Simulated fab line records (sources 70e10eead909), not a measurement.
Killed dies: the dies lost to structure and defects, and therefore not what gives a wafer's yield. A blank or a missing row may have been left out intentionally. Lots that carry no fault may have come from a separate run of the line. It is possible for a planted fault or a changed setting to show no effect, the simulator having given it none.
Matching of chambers :: flow nand harc :: rie diel-04 running NHARC_A_M1_DESCUM_14: 4 sister chambers
The step chemistry O2, time 3 s. 16 wafers are shown with their chamber, then 8 later ones without.

## EACH WAFER AND ITS CHAMBER
wafer: L075.3
chamber: 2
oes product au (a.u.): 0.992
o2 flow sccm (sccm): 199.4
throttle valve pct (%): 11.293

wafer: L075.4
chamber: 1
oes product au (a.u.): 1.008
o2 flow sccm (sccm): 199.5
throttle valve pct (%): 11.309

wafer: L075.5
chamber: 2
oes product au (a.u.): 0.992
o2 flow sccm (sccm): 200.0
throttle valve pct (%): 11.315

wafer: L078.3
chamber: 3
oes product au (a.u.): 1.000
o2 flow sccm (sccm): 199.4
throttle valve pct (%): 11.313

wafer: L078.4
chamber: 0
oes product au (a.u.): 1.007
o2 flow sccm (sccm): 200.1
throttle valve pct (%): 11.320

wafer: L078.6
chamber: 1
oes product au (a.u.): 1.025
o2 flow sccm (sccm): 200.0
throttle valve pct (%): 11.325

wafer: L082.3
chamber: 3
oes product au (a.u.): 0.990
o2 flow sccm (sccm): 201.2
throttle valve pct (%): 11.309

wafer: L082.4
chamber: 0
oes product au (a.u.): 0.999
o2 flow sccm (sccm): 199.5
throttle valve pct (%): 11.315

wafer: L082.6
chamber: 0
oes product au (a.u.): 0.992
o2 flow sccm (sccm): 199.2
throttle valve pct (%): 11.317

wafer: L083.1
chamber: 3
oes product au (a.u.): 0.996
o2 flow sccm (sccm): 199.3
throttle valve pct (%): 11.320

wafer: L083.4
chamber: 2
oes product au (a.u.): 0.995
o2 flow sccm (sccm): 199.7
throttle valve pct (%): 11.317

wafer: L083.5
chamber: 1
oes product au (a.u.): 1.007
o2 flow sccm (sccm): 200.5
throttle valve pct (%): 11.309

wafer: L085.1
chamber: 3
oes product au (a.u.): 0.997
o2 flow sccm (sccm): 199.0
throttle valve pct (%): 11.309

wafer: L085.3
chamber: 2
oes product au (a.u.): 0.997
o2 flow sccm (sccm): 200.0
throttle valve pct (%): 11.316

wafer: L085.4
chamber: 0
oes product au (a.u.): 1.000
o2 flow sccm (sccm): 199.8
throttle valve pct (%): 11.316

wafer: L084.2
chamber: 0
oes product au (a.u.): 0.993
o2 flow sccm (sccm): 199.3
throttle valve pct (%): 11.308

SIGNATURES (means of the wafers above)
reading: oes product au
chamber 0: 0.99820
chamber 1: 1.01333
chamber 2: 0.99400
chamber 3: 0.99575
scatter within a chamber: 0.00593

reading: o2 flow sccm
chamber 0: 199.580
chamber 1: 200.000
chamber 2: 199.775
chamber 3: 199.725
scatter within a chamber: 0.597

reading: throttle valve pct
chamber 0: 11.31520
chamber 1: 11.31433
chamber 2: 11.31025
chamber 3: 11.31275
scatter within a chamber: 0.00779
Rule: a wafer lies at a distance from a chamber equal to the root of the sum of squares, over the readings, of (its reading less the chamber's mean, divided by the reading's scatter). If the next closest chamber is less than 2 further off than the closest, the wafer can't be placed; otherwise it belongs to the closest. The scatter: the root of (the sum of the squares of (reading less its chamber's mean) over the shown wafers, divided by (wafers less chambers)).

## WAFERS WITH NO CHAMBER GIVEN
wafer: L084.3
oes product au (a.u.): 0.987
o2 flow sccm (sccm): 200.3
throttle valve pct (%): 11.310

wafer: L084.5
oes product au (a.u.): 0.996
o2 flow sccm (sccm): 200.3
throttle valve pct (%): 11.314

wafer: L089.2
oes product au (a.u.): 0.989
o2 flow sccm (sccm): 200.6
throttle valve pct (%): 11.300

wafer: L089.3
oes product au (a.u.): 0.984
o2 flow sccm (sccm): 200.8
throttle valve pct (%): 11.306

wafer: L089.6
oes product au (a.u.): 0.998
o2 flow sccm (sccm): 200.2
throttle valve pct (%): 11.324

wafer: L094.1
oes product au (a.u.): 0.990
o2 flow sccm (sccm): 200.6
throttle valve pct (%): 11.305

wafer: L094.4
oes product au (a.u.): 0.990
o2 flow sccm (sccm): 200.1
throttle valve pct (%): 11.306

wafer: L094.6
oes product au (a.u.): 1.003
o2 flow sccm (sccm): 199.2
throttle valve pct (%): 11.313

## EACH ONE'S CHAMBER
wafer: L084.3
from the rows above: can't be placed: 2 or 3 or 0
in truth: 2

wafer: L084.5
from the rows above: can't be placed: 3 or 2 or 0 or 1
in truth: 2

wafer: L089.2
from the rows above: can't be placed: 2 or 3 or 0
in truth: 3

wafer: L089.3
from the rows above: can't be placed: 2 or 3 or 0
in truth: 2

wafer: L089.6
from the rows above: can't be placed: 0 or 3 or 2 or 1
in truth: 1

wafer: L094.1
from the rows above: can't be placed: 2 or 3 or 0
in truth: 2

wafer: L094.4
from the rows above: can't be placed: 2 or 3 or 0
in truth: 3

wafer: L094.6
from the rows above: can't be placed: 0 or 3 or 2 or 1
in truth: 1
Correct placement for 0 of the 8. Can't be placed from these rows: 8 (the true chamber is among the candidates in 8). Number placed wrongly: 0.
